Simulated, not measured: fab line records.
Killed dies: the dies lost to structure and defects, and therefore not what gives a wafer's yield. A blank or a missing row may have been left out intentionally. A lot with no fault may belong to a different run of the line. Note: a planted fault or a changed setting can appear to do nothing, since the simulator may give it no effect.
fab line records + flow n5-finfet
record
- lots=7
- wafers=39
route steps=1938 shown WELL_APT@47 FIN_SAQP@147 DUMMY_GATE@228 SD_EPI_P@310 HKMG_FIN@419 GATE_CUT@469 MOL_CONTACT_COAG@599 BEOL_M4@1111
start-h: the number of hours between the record's first day and the start of the first shown wafer of the lot + wait-h: how many hours have passed since the lot's step before this one + " as in the row above + L1.1+2: several wafers, shown together as one row + - value missing, or start not given + * or withheld: withheld + < > ~ a bound
route shown NAME@n: a module of which the file shows steps, and the number in the route of the first + usual: mean and standard deviation over wafers with no fault + same: alike in all rows + chamber/n: place in a boat + sites: the reading at each site + _std_site: the standard deviation of these + _edge_site: the outer-site mean with the inner-site mean subtracted + radius-mm: how far each site lies from the wafer's centre + mask NAME#n: copy n + behind: the most recent tool/chamber to have shaped the wafer + hold: why the lot was held/for how many hours/how that ended + device: which transistor (n, p or np) failed to switch + end of line: tests of these same wafers at the route's end + a step given without rows: its recipe and nothing more + killed: count of dies lost to structure and defects at first sort (not the wafer's yield) + map: shows each die of a wafer: x if killed, . if not, _ if none is there
set.NAME: the setting that was run; set.NAME@STEP: the one run at that earlier step + model.NAME: the simulator's own value behind a step, which no gauge read
lots run with intentionally changed settings; tables by step, rows by wafer
## steps
# step N5_WELL_APT_IMPLANT_31
# recipe
- species=B
- energy-kev=60
- dose-cm2=1.5e+13
- tilt-deg=0
- rotation-deg=0
# step N5_FIN_SAQP_FIN_ETCH_36
# recipe
- chemistry=HBr/Cl2/O2
- target-depth-a=1200
- mask-material=SiNx
- time-s=50.4
- bias-w=102
- pressure-mtorr=10
- icp-w=800
- HBr_flow_sccm=150
- Cl2_flow_sccm=80
- O2_flow_sccm=12
# step N5_DUMMY_GATE_EXPOSE_12
# recipe
- mask-id=GATE
- na=0.33
- source-shape=annular
- sigma-inner=0.2
- sigma-outer=0.6
- polarization=unpolarized
- target-cd-nm=25
- dose-mj=34
# step N5_SD_EPI_P_ETCHBACK_46
# recipe
- chemistry=CH3F/O2
- mode=anisotropic-etchback
- target=SiNx
- target-depth-a=175
- stop-on=SiO2
- over-etch-frac=0.3
- ion-energy-ev=120
- pressure-mtorr=30
- source-w=395
- bias-w=73
- Ar_flow_sccm=150
- CH3F_flow_sccm=30
- O2_flow_sccm=20
# step N5_HKMG_FIN_ALD_36
# recipe
- material=TiN
- target-thk-a=10
- temp-c=400
- ald-precursor-family=TiCl4
- ald-co-reactant=NH3
- pulse-time-s=1
- purge-time-s=3
- co-reactant-purge-time-s=2
- co-reactant-pulse-time-s=2
- ald-cycles=47
- pressure-torr=3
# step N5_HKMG_FIN_PWFM_ALD_03
# recipe
- material=TiN
- target-thk-a=20
- temp-c=400
- ald-precursor-family=TiCl4
- ald-co-reactant=NH3
- pulse-time-s=1
- purge-time-s=3
- co-reactant-purge-time-s=2
- co-reactant-pulse-time-s=2
- ald-cycles=91
- pressure-torr=3
# step N5_GATE_CUT_ETCH_58
# recipe
- chemistry=CH3F/O2
- target=SiNx
- target-depth-a=170
- time-s=128.6
- ion-energy-ev=50
- pressure-mtorr=30
- source-w=415
- bias-w=21
- Ar_flow_sccm=150
- CH3F_flow_sccm=30
- O2_flow_sccm=20
# step N5_MOL_CONTACT_COAG_EXPOSE_37
# recipe
- mask-id=VD
- na=0.33
- source-shape=annular
- sigma-inner=0.3
- sigma-outer=0.7
- polarization=unpolarized
- defocus-nm=0
- dose-mj=62
# step N5_BEOL_M4_RC_MEAS_101
# usual
- RS_PWELL=3003/28
| lot.wafer | tool      | chamber | start-h | wait-h | set.energy-kev@WELL_APT_IMPLANT_31 | set.bias-w@FIN_SAQP_FIN_ETCH_36 | set.dose-mj@DUMMY_GATE_EXPOSE_12 | set.target-depth-a@SD_EPI_P_ETCHBACK_46 | set.temp-c@HKMG_FIN_ALD_36 | set.temp-c@HKMG_FIN_PWFM_ALD_03 | set.bias-w@GATE_CUT_ETCH_58 | set.dose-mj@MOL_CONTACT_COAG_EXPOSE_37 | RS_PWELL[ohm/sq] |
|-----------|-----------|---------|---------|--------|------------------------------------|---------------------------------|----------------------------------|-----------------------------------------|----------------------------|---------------------------------|-----------------------------|----------------------------------------|------------------|
| L077.1    | prober-02 | 0       | 191.87  | 0.0    | 60                                 | 102                             | 34                               | 175                                     | 413.4                      | 400                             | 21                          | 62                                     | 3035             |
| L077.2    | "         | 0       | "       | "      | 60                                 | 102                             | 31.36                            | 175                                     | 400                        | 400                             | 21                          | 62                                     | 3048             |
| L077.3    | "         | 0       | "       | "      | 60                                 | 102                             | 31.36                            | 175                                     | 413.4                      | 400                             | 21                          | 62                                     | 3034             |
| L077.4    | "         | 0       | "       | "      | 60                                 | 102                             | 34                               | 175                                     | 400                        | 400                             | 21                          | 62                                     | 3058             |
| L077.5    | "         | 0       | "       | "      | 60                                 | 102                             | 31.36                            | 175                                     | 413.4                      | 400                             | 21                          | 62                                     | 3021             |
| L077.6    | "         | 0       | "       | "      | 60                                 | 102                             | 34                               | 175                                     | 400                        | 400                             | 21                          | 62                                     | 3022             |
| L082.2    | prober-02 | 0       | 214.70  | 0.3    | 60                                 | 102                             | 34                               | 175                                     | 400                        | 400                             | 21                          | 62                                     | 3004             |
| L082.5    | "         | 0       | "       | "      | 60                                 | 102                             | 34                               | 175                                     | 400                        | 400                             | 21                          | 62                                     | 3028             |
| L082.6    | "         | 0       | "       | "      | 60                                 | 102                             | 34                               | 175                                     | 400                        | 400                             | 21                          | 62                                     | 3008             |
| L084.1    | prober-01 | 0       | 221.28  | 0.0    | 60                                 | 110.7                           | 31.6                             | 156.7                                   | 400                        | 385.6                           | 21                          | 58.07                                  | 2992             |
| L084.2    | "         | 0       | "       | "      | 60                                 | 110.7                           | 34                               | 175                                     | 400                        | 400                             | 21                          | 58.07                                  | 3013             |
| L084.3    | "         | 0       | "       | "      | 57.05                              | 110.7                           | 34                               | 156.7                                   | 406.9                      | 400                             | 21                          | 62                                     | 3071             |
| L084.4    | "         | 0       | "       | "      | 57.05                              | 102                             | 31.6                             | 175                                     | 400                        | 400                             | 21                          | 62                                     | 3053             |
| L084.5    | "         | 0       | "       | "      | 60                                 | 102                             | 34                               | 156.7                                   | 406.9                      | 385.6                           | 21                          | 58.07                                  | 3027             |
| L084.6    | "         | 0       | "       | "      | 57.05                              | 102                             | 31.6                             | 175                                     | 406.9                      | 385.6                           | 21                          | 62                                     | 3070             |
| L083.1    | prober-02 | 0       | 221.81  | 0.0    | 63.95                              | 90.84                           | 34                               | 175                                     | 383.4                      | 400                             | 18.09                       | 62                                     | 2906             |
| L083.2    | "         | 0       | "       | "      | 60                                 | 102                             | 34                               | 149.9                                   | 383.4                      | 400                             | 18.09                       | 62                                     | 2984             |
| L083.3    | "         | 0       | "       | "      | 60                                 | 90.84                           | 35.63                            | 149.9                                   | 400                        | 400                             | 18.09                       | 62                                     | 3004             |
| L083.4    | "         | 0       | "       | "      | 63.95                              | 102                             | 34                               | 149.9                                   | 400                        | 400                             | 21                          | 62                                     | 2901             |
| L083.5    | "         | 0       | "       | "      | 60                                 | 90.84                           | 35.63                            | 175                                     | 400                        | 400                             | 21                          | 62                                     | 3010             |
| L083.6    | "         | 0       | "       | "      | 63.95                              | 102                             | 35.63                            | 175                                     | 383.4                      | 400                             | 21                          | 62                                     | 2937             |
| L085.1    | prober-02 | 0       | 239.84  | 0.0    | 65.93                              | 88.68                           | 34                               | 175                                     | 400                        | 400                             | 21                          | 62                                     | 2908             |
| L085.2    | "         | 0       | "       | "      | 60                                 | 102                             | 34                               | 188.5                                   | 411.1                      | 400                             | 21                          | 62                                     | 3041             |
| L085.3    | "         | 0       | "       | "      | 60                                 | 102                             | 34                               | 175                                     | 400                        | 408.3                           | 21                          | 62                                     | 3012             |
| L085.4    | "         | 0       | "       | "      | 60                                 | 88.68                           | 34                               | 188.5                                   | 411.1                      | 400                             | 22.24                       | 62                                     | 3012             |
| L085.5    | "         | 0       | "       | "      | 65.93                              | 102                             | 34                               | 175                                     | 411.1                      | 408.3                           | 22.24                       | 62                                     | 2902             |
| L085.6    | "         | 0       | "       | "      | 65.93                              | 88.68                           | 34                               | 188.5                                   | 400                        | 408.3                           | 22.24                       | 62                                     | 2931             |
| L088.1    | prober-02 | 0       | 252.27  | 0.0    | 64.05                              | 102                             | 34                               | 175                                     | 411.4                      | 400                             | 21                          | 66.91                                  | 2922             |
| L088.2    | "         | 0       | "       | "      | 60                                 | 102                             | 34                               | 175                                     | 411.4                      | 413.1                           | 21                          | 66.91                                  | 2958             |
| L088.3    | "         | 0       | "       | "      | 60                                 | 102                             | 34                               | 175                                     | 400                        | 400                             | 22.12                       | 62                                     | 2981             |
| L088.4    | "         | 0       | "       | "      | 60                                 | 84.24                           | 34                               | 175                                     | 411.4                      | 400                             | 22.12                       | 62                                     | 2972             |
| L088.5    | "         | 0       | "       | "      | 64.05                              | 84.24                           | 34                               | 175                                     | 400                        | 413.1                           | 21                          | 62                                     | 2908             |
| L088.6    | "         | 0       | "       | "      | 64.05                              | 84.24                           | 34                               | 175                                     | 400                        | 413.1                           | 22.12                       | 66.91                                  | 2932             |
| L089.1    | prober-01 | 0       | 263.92  | 0.0    | 60                                 | 102                             | 32.23                            | 175                                     | 400                        | 400                             | 19.17                       | 62                                     | 3020             |
| L089.2    | "         | 0       | "       | "      | 65.53                              | 102                             | 34                               | 160.4                                   | 400                        | 400                             | 21                          | 60.39                                  | 2963             |
| L089.3    | "         | 0       | "       | "      | 65.53                              | 93.88                           | 34                               | 175                                     | 400                        | 400                             | 21                          | 60.39                                  | 2894             |
| L089.4    | "         | 0       | "       | "      | 60                                 | 93.88                           | 32.23                            | 160.4                                   | 400                        | 394.5                           | 19.17                       | 60.39                                  | 3004             |
| L089.5    | "         | 0       | "       | "      | 60                                 | 102                             | 34                               | 175                                     | 400                        | 394.5                           | 19.17                       | 62                                     | 3057             |
| L089.6    | "         | 0       | "       | "      | 65.53                              | 93.88                           | 32.23                            | 160.4                                   | 400                        | 394.5                           | 21                          | 62                                     | 2939             |
## key
split
- step=N5_WELL_APT_IMPLANT_31
- setting=energy-kev
- stated-as=60
response
- step=N5_BEOL_M4_RC_MEAS_101
- reading=RS_PWELL
- slope=-10.7
- per=1%
- together-with=all
- explained=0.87
split
- step=N5_FIN_SAQP_FIN_ETCH_36
- setting=bias-w
- stated-as=102
response none clear
split
- step=N5_DUMMY_GATE_EXPOSE_12
- setting=dose-mj
- stated-as=34
response none clear
split
- step=N5_SD_EPI_P_ETCHBACK_46
- setting=target-depth-a
- stated-as=175
response none clear
split
- step=N5_HKMG_FIN_ALD_36
- setting=temp-c
- stated-as=400
response none clear
split
- step=N5_HKMG_FIN_PWFM_ALD_03
- setting=temp-c
- stated-as=400
response none clear
split
- step=N5_GATE_CUT_ETCH_58
- setting=bias-w
- stated-as=21
response none clear
split
- step=N5_MOL_CONTACT_COAG_EXPOSE_37
- setting=dose-mj
- stated-as=62
response none clear
